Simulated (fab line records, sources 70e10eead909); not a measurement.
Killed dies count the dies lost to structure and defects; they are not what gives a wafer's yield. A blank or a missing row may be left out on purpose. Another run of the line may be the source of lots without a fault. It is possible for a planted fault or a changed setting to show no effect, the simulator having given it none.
fab line records | flow nandHarc
[record] lots = 12 | wafers = 36 | lastDay = 33
route steps=1302 shown A_CONTACT@999 END@1302
lots untouched by any fault: they come from a run of this same line in which no faults occurred
startH: start of the lot's first displayed wafer, in hours after the record's first day | waitH: hours from the lot's prior step to this one | " as in the row above | L1.1+2: a single row standing in for several wafers | - no value, or no start given | * or withheld: withheld | < > ~ a bound
route shown NAME@n: a module of which the file shows steps, and the number in the route of the first | usual: mean and standard deviation over wafers with no fault | same: alike in all rows | chamber/n: place in a boat | sites: per-site readings | _std_site: how widely they spread, as a standard deviation | _edge_site: mean of outer sites minus mean of inner sites | radiusMm: how far each site lies from the wafer's centre | mask NAME#n: copy n | behind: the most recent tool/chamber to have shaped the wafer | hold: why the lot went on hold/how many hours it stayed there/how the hold came to an end | device: whichever transistor did not switch (one of n, p or np) | end of line: tests of these same wafers at the route's end | a step with no rows: only its recipe | killed: count of dies lost to structure and defects at first sort (not the wafer's yield) | map: per-die view of a wafer (x killed, . not killed, _ where there is no die)
set.NAME: the setting that was run; set.NAME@STEP: the one run at that earlier step | model.NAME: the simulator's own value behind a step, which no gauge read
the route's steps for a sample of lots (tables are steps, rows are wafers)
services: the hour from which a tool's chamber was out of use, counted from the record's first day as startH (under 0 if before that day), plus the number of hours and why
[[steps]]
[step NHARC_A_CONTACT_INSPECT_44]
[usual] rawDefectCount = 85/36
lot.wafer | tool             | chamber | startH | waitH | rawDefectCount
L414.2    | defectInspect-01 | -       | 491.55 | 0.0   | 19
L414.4    | "                | -       | "      | "     | 13
L414.6    | "                | -       | "      | "     | 19
L415.4    | defectInspect-01 | -       | 502.00 | 0.0   | 167
L415.5    | "                | -       | "      | "     | 157
L415.6    | "                | -       | "      | "     | 131
L413.1    | defectInspect-02 | -       | 504.85 | 0.0   | 124
L413.3    | "                | -       | "      | "     | 120
L413.6    | "                | -       | "      | "     | 123
L419.4    | defectInspect-02 | -       | 543.13 | 0.0   | 59
L419.5    | "                | -       | "      | "     | 66
L419.6    | "                | -       | "      | "     | 56
L418.1    | defectInspect-01 | -       | 543.17 | 0.0   | 116
L418.3    | "                | -       | "      | "     | 121
L418.5    | "                | -       | "      | "     | 111
L428.2    | defectInspect-01 | -       | 627.30 | 0.0   | 62
L428.4    | "                | -       | "      | "     | 77
L428.5    | "                | -       | "      | "     | 60
L427.1    | defectInspect-02 | -       | 635.52 | 0.0   | 185
L427.3    | "                | -       | "      | "     | 138
L427.4    | "                | -       | "      | "     | 137
L429.2    | defectInspect-01 | -       | 666.29 | 0.0   | 61
L429.3    | "                | -       | "      | "     | 51
L429.6    | "                | -       | "      | "     | 59
L431.1    | defectInspect-01 | -       | 667.23 | 0.0   | 120
L431.2    | "                | -       | "      | "     | 113
L431.4    | "                | -       | "      | "     | 133
L432.2    | defectInspect-02 | -       | 679.73 | 0.0   | 111
L432.4    | "                | -       | "      | "     | 114
L432.6    | "                | -       | "      | "     | 158
L434.3    | defectInspect-01 | -       | 710.14 | 0.0   | 86
L434.4    | "                | -       | "      | "     | 79
L434.5    | "                | -       | "      | "     | 94
L436.2    | defectInspect-02 | -       | 724.50 | 0.0   | 65
L436.3    | "                | -       | "      | "     | 63
L436.5    | "                | -       | "      | "     | 61
[step NHARC_A_CONTACT_DESCUM_47]
[recipe] timeS = 3 | o2FlowSccm = 200 | arFlowSccm = 0 | biasPowerW = 0 | chemistry = O2
[usual] drypumpMotorCurrentA = 5.8/0.6 | o2FlowSccm = 200.0/0.64 | oesProductAu = 1.000/0.014 | rfVppV = 57.8/0.91 | showerheadPlenumPTorr = 1.92/0.065 | throttleValvePct = 11.310/0.0088
[same] biasPowerW = 0
lot.wafer | tool       | chamber | startH | waitH | drypumpMotorCurrentA | o2FlowSccm | oesProductAu | rfHoursCounterH | rfVppV | showerheadPlenumPTorr | throttleValvePct
L414.4    | rieDiel-07 | 0       | 491.63 | 0.1   | 5.7                  | 200.0      | 1.018        | 2               | 57.5   | 1.86                  | 11.301
L414.2    | "          | 1       | "      | "     | 5.0                  | 199.2      | 0.992        | 2               | 58.2   | 1.86                  | 11.307
L414.6    | "          | 2       | "      | "     | 6.6                  | 200.1      | 0.986        | -               | 57.3   | 1.99                  | 11.307
L415.4    | rieDiel-07 | 0       | 502.09 | 0.1   | 5.7                  | 199.5      | 1.014        | 4               | 57.1   | 1.85                  | 11.313
L415.5    | "          | 2       | "      | "     | 6.6                  | 200.5      | 0.995        | -               | 58.8   | 1.99                  | 11.319
L415.6    | "          | 3       | "      | "     | 5.4                  | 199.6      | 1.009        | -               | 57.7   | 1.91                  | 11.314
L413.3    | rieDiel-04 | 3       | 504.91 | 0.1   | 5.6                  | 200.4      | 1.004        | 48              | 59.1   | 1.98                  | 11.303
L413.1    | "          | 0       | "      | "     | 5.9                  | 200.3      | 1.020        | 52              | 58.9   | 1.95                  | 11.323
L413.6    | "          | 0       | "      | "     | 5.9                  | 199.9      | 1.018        | -               | 58.3   | 1.95                  | 11.326
L419.4    | rieDiel-04 | 2       | 543.18 | 0.1   | 5.0                  | 199.5      | 1.018        | 1               | 55.6   | 1.92                  | 11.303
L419.6    | "          | 2       | "      | "     | 5.0                  | 200.7      | 1.008        | -               | 58.0   | 1.92                  | 11.298
L419.5    | "          | 3       | "      | "     | 5.6                  | 201.8      | 0.993        | -               | 57.1   | 1.98                  | 11.304
L418.3    | rieDiel-07 | 1       | 543.25 | 0.1   | 4.9                  | 201.2      | 0.998        | 13              | 56.8   | 1.86                  | 11.302
L418.1    | "          | 2       | "      | "     | 6.7                  | 200.0      | 0.991        | 13              | 57.6   | 1.99                  | 11.319
L418.5    | "          | 3       | "      | "     | 5.4                  | 200.8      | 1.017        | -               | 57.9   | 1.91                  | 11.319
L428.4    | rieDiel-07 | 3       | 627.37 | 0.1   | 5.4                  | 200.5      | 1.011        | 21              | 58.2   | 1.91                  | 11.334
L428.2    | "          | 1       | "      | "     | 4.9                  | 200.1      | 0.979        | 24              | 58.4   | 1.86                  | 11.297
L428.5    | "          | 3       | "      | "     | 5.4                  | 199.8      | 1.008        | -               | 57.6   | 1.91                  | 11.302
L427.1    | rieDiel-02 | 2       | 635.58 | 0.1   | 6.0                  | 200.3      | 0.997        | 14              | 58.2   | 2.00                  | 11.296
L427.4    | "          | 3       | "      | "     | 6.7                  | 199.6      | 0.997        | 13              | 56.9   | 1.89                  | 11.288
L427.3    | "          | 0       | "      | "     | 6.7                  | 200.2      | 0.999        | 14              | 57.6   | 2.03                  | 11.311
L429.3    | rieDiel-04 | 1       | 666.36 | 0.1   | 5.8                  | 199.6      | 1.024        | 51              | 58.0   | 1.95                  | 11.308
L429.2    | "          | 3       | "      | "     | 5.6                  | 199.8      | 1.009        | 45              | 57.6   | 1.96                  | 11.310
L429.6    | "          | 1       | "      | "     | 5.8                  | 200.5      | 1.023        | -               | 58.4   | 1.95                  | 11.308
L431.1    | rieDiel-07 | 3       | 667.30 | 0.1   | 5.4                  | 200.5      | 1.002        | 0               | 58.0   | 1.90                  | 11.303
L431.4    | "          | 0       | "      | "     | 5.7                  | 200.9      | 0.965        | 0               | 56.9   | 1.85                  | 11.309
L431.2    | "          | 1       | "      | "     | 4.9                  | 200.6      | 0.994        | 0               | 58.6   | 1.86                  | 11.300
L432.2    | rieDiel-07 | 3       | 679.80 | 0.1   | 5.4                  | 199.7      | 1.007        | 2               | 57.7   | 1.90                  | 11.305
L432.4    | "          | 1       | "      | "     | 4.9                  | 199.9      | 0.984        | 2               | 57.0   | 1.86                  | 11.320
L432.6    | "          | 2       | "      | "     | 6.6                  | 199.4      | 0.981        | -               | 59.0   | 1.98                  | 11.312
L434.4    | rieDiel-07 | 2       | 710.21 | 0.1   | 6.6                  | 200.3      | 0.988        | 7               | 57.6   | 1.98                  | 11.308
L434.3    | "          | 3       | "      | "     | 5.4                  | 200.9      | 1.016        | 7               | 57.1   | 1.90                  | 11.303
L434.5    | "          | 2       | "      | "     | 6.6                  | 199.6      | 0.977        | -               | 57.8   | 1.98                  | 11.327
L436.3    | rieDiel-07 | 0       | 724.56 | 0.1   | 5.7                  | 199.1      | 0.965        | 11              | 57.3   | 1.84                  | 11.311
L436.2    | "          | 3       | "      | "     | 5.4                  | 199.4      | 1.008        | 10              | 59.1   | 1.90                  | 11.308
L436.5    | "          | 0       | "      | "     | 5.7                  | 200.5      | 0.964        | -               | 57.1   | 1.84                  | 11.312
[step NHARC_A_CONTACT_ETCH_51]
[recipe] targetDepthA = 70000 | overEtchFrac = 0.3 | timeS = 1820 | ionEnergyEv = 150 | o2FlowSccm = 400 | cosFlowSccm = 20 | arFlowSccm = 0 | rfW = 500 | biasW = 300 | chemistry = O2/COS
[usual] drypumpMotorCurrentA = 5.8/0.6 | o2FlowSccm = 399.9/1.3 | oesProductAu = 1.001/0.014 | rfVppV = 314.4/1.6 | showerheadPlenumPTorr = 3.13/0.099 | throttleValvePct = 28.330/0.0088
lot.wafer | tool       | chamber | startH | waitH | drypumpMotorCurrentA | o2FlowSccm | oesProductAu | rfHoursCounterH | rfVppV | showerheadPlenumPTorr | throttleValvePct
L414.2    | rieDiel-07 | 2       | 492.48 | -     | 6.6                  | 400.8      | 0.988        | 3               | 317.0  | 3.25                  | 28.324
L414.4    | "          | 3       | "      | "     | 5.4                  | 399.4      | 1.007        | 2               | 315.5  | 3.12                  | 28.336
L414.6    | "          | 0       | "      | "     | 5.7                  | 400.0      | 1.021        | -               | 311.1  | 3.03                  | 28.337
L415.4    | rieDiel-07 | 1       | 502.94 | -     | 5.0                  | 397.5      | 0.985        | 5               | 312.2  | 3.05                  | 28.330
L415.5    | "          | 3       | "      | "     | 5.4                  | 400.4      | 0.990        | -               | 315.0  | 3.12                  | 28.324
L415.6    | "          | 0       | "      | "     | 5.7                  | 399.1      | 1.013        | -               | 312.6  | 3.03                  | 28.319
L413.1    | rieDiel-04 | 3       | 505.52 | -     | 5.6                  | 400.8      | 1.014        | 48              | 314.7  | 3.22                  | 28.313
L413.3    | "          | 1       | "      | "     | 5.9                  | 401.0      | 0.992        | 56              | 315.4  | 3.21                  | 28.332
L413.6    | "          | 3       | "      | "     | 5.6                  | 400.1      | 1.004        | -               | 315.8  | 3.23                  | 28.318
L419.4    | rieDiel-04 | 1       | 543.92 | -     | 5.8                  | 399.1      | 1.018        | 2               | 315.2  | 3.20                  | 28.314
L419.6    | "          | 1       | "      | "     | 5.8                  | 399.4      | 1.013        | -               | 314.6  | 3.20                  | 28.326
L419.5    | "          | 2       | "      | "     | 5.0                  | 399.0      | 1.015        | -               | 313.9  | 3.13                  | 28.336
L418.1    | rieDiel-07 | 3       | 544.23 | -     | 5.4                  | 399.6      | 1.014        | 13              | 314.8  | 3.11                  | 28.344
L418.3    | "          | 0       | "      | "     | 5.7                  | 399.9      | 0.831        | 13              | 313.3  | 3.03                  | 28.330
L418.5    | "          | 2       | "      | "     | 6.6                  | 399.6      | 0.985        | -               | 314.5  | 3.24                  | 28.334
L428.4    | rieDiel-07 | 1       | 628.44 | -     | 4.9                  | 397.7      | 0.977        | 24              | 312.4  | 3.04                  | 28.349
L428.2    | "          | 2       | "      | "     | 6.7                  | 399.0      | 0.987        | 25              | 315.4  | 3.23                  | 28.320
L428.5    | "          | 1       | "      | "     | 5.0                  | 399.2      | 0.977        | -               | 311.9  | 3.04                  | 28.330
L427.3    | rieDiel-02 | 3       | 636.36 | -     | 6.7                  | 400.6      | 0.988        | 14              | 313.6  | 3.08                  | 28.341
L427.4    | "          | 0       | "      | "     | 6.6                  | 398.7      | 0.991        | 14              | 316.9  | 3.31                  | 28.331
L427.1    | "          | 1       | "      | "     | 6.6                  | 401.4      | 0.984        | 16              | 312.5  | 2.91                  | 28.330
L429.2    | rieDiel-04 | 3       | 667.22 | -     | 5.6                  | 399.7      | 0.985        | 45              | 315.8  | 3.20                  | 28.346
L429.3    | "          | 0       | "      | "     | 5.9                  | 398.8      | 1.010        | 52              | 314.4  | 3.15                  | 28.339
L429.6    | "          | 1       | "      | "     | 5.9                  | 399.2      | 1.010        | -               | 315.6  | 3.17                  | 28.333
L431.4    | rieDiel-07 | 2       | 667.90 | -     | 6.6                  | 400.8      | 0.987        | 1               | 316.0  | 3.23                  | 28.313
L431.1    | "          | 3       | "      | "     | 5.4                  | 400.9      | 1.006        | 1               | 314.7  | 3.11                  | 28.337
L431.2    | "          | 1       | "      | "     | 4.9                  | 402.4      | 0.988        | 1               | 312.3  | 3.03                  | 28.352
L432.4    | rieDiel-07 | 0       | 680.40 | -     | 5.7                  | 399.5      | 0.982        | 2               | 314.3  | 3.02                  | 28.328
L432.2    | "          | 2       | "      | "     | 6.6                  | 398.0      | 0.986        | 3               | 315.8  | 3.23                  | 28.330
L432.6    | "          | 1       | "      | "     | 4.9                  | 398.4      | 0.991        | -               | 314.1  | 3.03                  | 28.331
L434.3    | rieDiel-07 | 3       | 710.82 | -     | 5.4                  | 398.6      | 1.017        | 7               | 313.5  | 3.10                  | 28.329
L434.4    | "          | 0       | "      | "     | 5.7                  | 401.5      | 0.985        | 7               | 313.2  | 3.02                  | 28.330
L434.5    | "          | 3       | "      | "     | 5.4                  | 399.9      | 1.020        | -               | 314.4  | 3.10                  | 28.335
L436.2    | rieDiel-07 | 0       | 725.17 | -     | 5.7                  | 398.1      | 0.977        | 12              | 313.0  | 3.02                  | 28.333
L436.3    | "          | 1       | "      | "     | 4.9                  | 401.0      | 1.001        | 11              | 313.2  | 3.03                  | 28.332
L436.5    | "          | 1       | "      | "     | 4.9                  | 402.7      | 0.993        | -               | 312.7  | 3.03                  | 28.328
[step NHARC_A_CONTACT_ETCH_119]
[recipe] sourceW = withheld | pressureMtorr = 20 | biasV = 3000 | timeS = 190 | targetDepthA = 18500 | arFlowSccm = withheld | c4f8FlowSccm = withheld | o2FlowSccm = withheld | chemistry = C4F8/O2/Ar
lot.wafer | tool          | chamber | startH | waitH | rfHoursCounterH
L414.2    | harCapEtch-01 | 0       | 494.85 | 0.1   | 131
L414.4    | "             | 1       | "      | "     | -
L414.6    | "             | 0       | "      | "     | -
L415.4    | harCapEtch-03 | 0       | 505.38 | 0.1   | -
L415.5    | "             | 1       | "      | "     | -
L415.6    | "             | 0       | "      | "     | -
L413.1    | harCapEtch-03 | 1       | 508.12 | 0.1   | 43
L413.3    | "             | 1       | "      | "     | -
L413.6    | "             | 0       | "      | "     | -
L418.1    | harCapEtch-01 | 0       | 546.58 | 0.1   | 7
L418.3    | "             | 0       | "      | "     | -
L418.5    | "             | 1       | "      | "     | -
L419.4    | harCapEtch-02 | 0       | 546.61 | 0.1   | -
L419.5    | "             | 1       | "      | "     | -
L419.6    | "             | 0       | "      | "     | -
L428.2    | harCapEtch-01 | 1       | 631.05 | 0.1   | 20
L428.4    | "             | 0       | "      | "     | -
L428.5    | "             | 0       | "      | "     | -
L427.1    | harCapEtch-01 | 1       | 638.86 | 0.1   | 22
L427.4    | "             | 0       | "      | "     | -
L427.3    | "             | 1       | "      | "     | -
L429.2    | harCapEtch-02 | 1       | 669.62 | 0.1   | 113
L429.3    | "             | 1       | "      | "     | -
L429.6    | "             | 0       | "      | "     | -
L431.1    | harCapEtch-03 | 0       | 670.51 | 0.1   | 71
L431.2    | "             | 1       | "      | "     | 71
L431.4    | "             | 0       | "      | "     | -
L432.2    | harCapEtch-03 | 1       | 683.03 | 0.1   | 73
L432.4    | "             | 0       | "      | "     | -
L432.6    | "             | 0       | "      | "     | -
L434.3    | harCapEtch-01 | 0       | 713.46 | 0.1   | -
L434.4    | "             | 1       | "      | "     | -
L434.5    | "             | 1       | "      | "     | -
L436.2    | harCapEtch-02 | 0       | 728.16 | 0.1   | 123
L436.3    | "             | 0       | "      | "     | -
L436.5    | "             | 1       | "      | "     | -
[step NHARC_END_SORT_01]
[recipe] tempC = 25
[usual] killedAtArray = 59/20 | killedAtOther = 0.8/1.1 | killedAtPeriphery = 5/3.1 | killedDies = 64/21 | killedOpen = 3.4/1.9 | killedShort = 2.3/1.7
[same] grossDies = 677
lot.wafer | tool      | chamber | startH | waitH | killedAtArray | killedAtOther | killedAtPeriphery | killedDies | killedOpen | killedShort
L418.1    | prober-01 | 0       | 609.87 | 2.5   | 64            | 0             | 3                 | 67         | 2          | 2
L418.3    | prober-01 | 0       | 611.46 | 3.1   | 671           | 0             | 4                 | 675        | 1          | 1
L418.5    | prober-01 | 0       | 613.05 | 3.7   | 78            | 0             | 0                 | 78         | 1          | 1
// killed by level:class
L418.1 A_CHANNEL_HOLE_D1:chamberFilmFlake=37 A_SLIT:chamberFilmFlake=17 A_M0:chamberFilmFlake=4 A_CHANNEL_HOLE_D2:chamberFilmFlake=3 P_M0:geometricParticle:open=2 A_ONON_D2:geometricParticle:short=1 A_M0:geometricParticle:short=1 P_STI:chamberFilmFlake=1
L418.3 A_CONTACT:areaEtch=592 A_CHANNEL_HOLE_D1:chamberFilmFlake=37 A_SLIT:chamberFilmFlake=25 A_CHANNEL_HOLE_D2:chamberFilmFlake=10 A_M0:chamberFilmFlake=4 P_GATE:chamberFilmFlake=3 P_CONTACT:geometricParticle:open=1 A_SOURCE_PLATE:geometricParticle:short=1
L418.5 A_CHANNEL_HOLE_D1:chamberFilmFlake=34 A_SLIT:chamberFilmFlake=30 A_CHANNEL_HOLE_D2:chamberFilmFlake=6 A_CONTACT:chamberFilmFlake=2 A_M0:chamberFilmFlake=2 A_ONON_D1:geometricParticle:open=1 A_ONON_D2:geometricParticle:short=1 A_DECK1_JOINT:chamberFilmFlake=1
[[services]]
tool          | chamber | startH | hours | kind
rieDiel-07    | -       | 471.20 | 9.0   | pm
rieDiel-07    | 0       | 471.20 | 9.0   | ventCycle
rieDiel-07    | 1       | 471.20 | 9.0   | ventCycle
rieDiel-07    | 2       | 471.20 | 9.0   | ventCycle
rieDiel-07    | 3       | 471.20 | 9.0   | ventCycle
rieDiel-07    | 0       | 480.20 | -     | clean
rieDiel-07    | 1       | 480.20 | -     | clean
rieDiel-07    | 2       | 480.20 | -     | clean
rieDiel-07    | 3       | 480.20 | -     | clean
harCapEtch-01 | -       | 481.11 | 0.4   | repair
harCapEtch-01 | -       | 497.42 | 17.0  | pm
rieDiel-07    | 0       | 505.26 | -     | clean
rieDiel-07    | 1       | 505.26 | -     | clean
rieDiel-07    | 2       | 505.26 | -     | clean
rieDiel-07    | 3       | 505.26 | -     | clean
rieDiel-07    | 0       | 529.76 | -     | clean
rieDiel-07    | 1       | 529.76 | -     | clean
rieDiel-04    | -       | 532.03 | 9.0   | pm
rieDiel-02    | -       | 573.48 | 9.0   | pm
rieDiel-07    | -       | 648.20 | 9.0   | pm
harCapEtch-03 | -       | 675.17 | 0.9   | repair
rieDiel-02    | 0       | 695.20 | 2.5   | repair
rieDiel-02    | 2       | 695.88 | 4.6   | repair
rieDiel-04    | -       | 709.03 | 9.0   | pm
[[key]]
[firstSign] step = NHARC_A_CONTACT_ETCH_51 | reading = oesProductAu | direction = down | sigmas = 12 | usual = 1.001 | struck = 0.831
[effect] step = NHARC_END_SORT_01 | reading = killedAtArray | direction = up | sigmas = 31 | usual = 59 | struck = 671
[moreKillsBornAt] NHARC_A_CONTACT_ETCH_51@rieDiel-07 = 592
metAt NHARC_A_CONTACT_ETCH_51
struckLots L418
struckWafers L418.3
laterRowsLeftOut L418.3
testerLeftOut L418
notActingAt NHARC_A_CONTACT_INSPECT_44,NHARC_A_CONTACT_DESCUM_47,NHARC_A_CONTACT_ETCH_119
onsetBetween 502.94 544.23
[fault] kind = processParameterDrift | tool = rieDiel-07 | chamber = 0 | onsetH = 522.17 | steps = NHARC_A_CONTACT_ETCH_51 | channel = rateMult | offset = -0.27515 | shape = step | endH = 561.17
// testerLeftOut: of these lots the tester's yield and bins aren't shown, on N5 and GAA mostly nor the transistor test; their killed dies are dies lost to structure and defects alone, not to doping, threshold or leakage, so they don't give the yield
// laterRowsLeftOut: the simulator's readings of these wafers behind a module that went badly wrong aren't trusted and aren't shown, but for the sort
